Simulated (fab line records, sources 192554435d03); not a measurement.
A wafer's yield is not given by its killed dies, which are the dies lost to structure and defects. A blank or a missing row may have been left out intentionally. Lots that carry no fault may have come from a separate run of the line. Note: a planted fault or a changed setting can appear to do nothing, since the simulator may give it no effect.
Struck lot and sound lot, side by side ; flow n5 finfet ; 16 out of 1938 route steps
Sound: these wafers, L921.1, L921.3, L921.6. The struck wafers were L914.2, L914.4, L914.6. The cause comes at the end.
Each step with rows lists, per side, the tool, then ch with its chambers, then its first start. Under that, the readings that differ: sound wafers ; struck wafers ; difference of the means ; sigmas: that difference in standard deviations of wafers without a fault.
alike: same words and numbers on both sides, and readings whose means sit less than 2 such deviations apart. not compared: any withheld reading, any reading some wafer has no value for, any bound like >300 that may hide the same value, and any number with overlapping values for which the record gives no deviation.
The two part at a step that has a row with sigmas, a row that says differs or no value, or rows on one side only. When numbers do not overlap yet have no deviation, they are printed without sigmas and do not part them. Lack of a reading on every wafer of one side parts them only where that side has two or more wafers.

N5_BEOL_M0_PRE_CLEAN_131: time 15 s.
  sound on cvd co-01 ch 0,1, day 10 09:20; struck on cvd co-02 ch 0,1, day 9 01:24
  alike: heater power w
  not compared: since wet clean h
then, 2 steps without rows for these wafers: N5_BEOL_M0_CO_CAP_123 (material Co, precursor CCTBA/H2, target thk 2 nm, time 102.1 s); N5_BEOL_M0_PRE_CLEAN_124 (time 15 s).
N5_BEOL_M0_DEP_125: deposits SiCN from 3MS/NH3, target thk 8 nm, time 14 s.
  sound on pecvd-04 ch 1,2, day 10 09:29; struck on pecvd-03 ch 0,1, day 9 01:33
  alike: showerhead plenum p Torr, throttle valve pct
  not compared: since wet clean h
N5_BEOL_M0_RS_MEAS_126: a four-point-probe measurement.
  struck on film metro-01, day 9 01:37; sound on film metro-02, day 10 09:34
  alike: M0_RS
N5_BEOL_M0_INSPECT_127: inspects for defects (darkfield).
  struck on defect inspect-01, day 9 01:39; sound on defect inspect-01, day 10 09:35
  alike: raw defect count
N5_BEOL_M1_ILD_DEP_00: deposits SiOC from DEMS/O2, target thk 79 nm, time 15.3 s.
  sound on pecvd-03 ch 1,2, day 10 09:37; struck on pecvd-01 ch 0,1, day 9 01:41
  alike: heater power w, showerhead plenum p Torr, throttle valve pct
  not compared: since wet clean h
N5_BEOL_M1_THK_MEAS_01:
  struck on film metro-02, day 9 01:46; sound on film metro-02, day 10 09:41
  alike: M1_ILD_THK
N5_BEOL_M1_PECVD_72: deposits SiO2 from TEOS/O2, target thk 16 nm, time 18 s.
  sound on pecvd-02 ch 1,2, day 10 09:43; struck on pecvd-02 ch 0,1, day 9 01:48
  alike: heater power w, showerhead plenum p Torr, throttle valve pct
  not compared: since wet clean h
N5_BEOL_M1_HM_DEP_02: deposits TiN, target thk 20 nm.
  struck on pvd sputter-01, day 9 01:52; sound on pvd sputter-02, day 10 11:10
  alike: throttle valve pct
then, 2 steps without rows for these wafers: N5_BEOL_M1_COAT_61 (time 60 s, resist thk 60 nm); N5_BEOL_M1_COAT_62 (time 60 s, resist thk 12 nm).
N5_BEOL_M1_COAT_73: time 60 s, resist thk 5 nm.
  sound on litho track-05 ch 0, day 10 11:18; struck on litho track-02 ch 0, day 9 01:59
reading;sound;struck;difference;sigmas
heater power total W (W);391.3 392.7 391.8;403.7 403.7 399.9;+10.5;+8
plate temp C (C);204.99 205.10 204.96;209.49 209.42 209.29;+4.38;+29
then, 1 step without rows for these wafers: N5_BEOL_M1_COAT_05 (resist thk 30 nm).
N5_BEOL_M4_RC_MEAS_101:
  sound on prober-01 ch 0, day 12 02:46; struck on prober-01 ch 0, day 10 11:53
  alike: DIBL_N, DIBL_P, IOFF_N, IOFF_P, ION_N, ION_P, SS_N, SS_P, VT_N, VT_P
N5_PASSIVATION_PROBE_49:
  the record has rows for the sound wafers here (prober-02, day 16 11:40) and none for the struck ones

WHERE THEY PART
At N5_BEOL_M1_COAT_73 first; at N5_PASSIVATION_PROBE_49 last (within this record only).

WHY: what had been put in by the simulator
Process parameters drifting: litho track-02 at N5_BEOL_M1_COAT_73, beginning at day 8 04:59. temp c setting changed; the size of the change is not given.
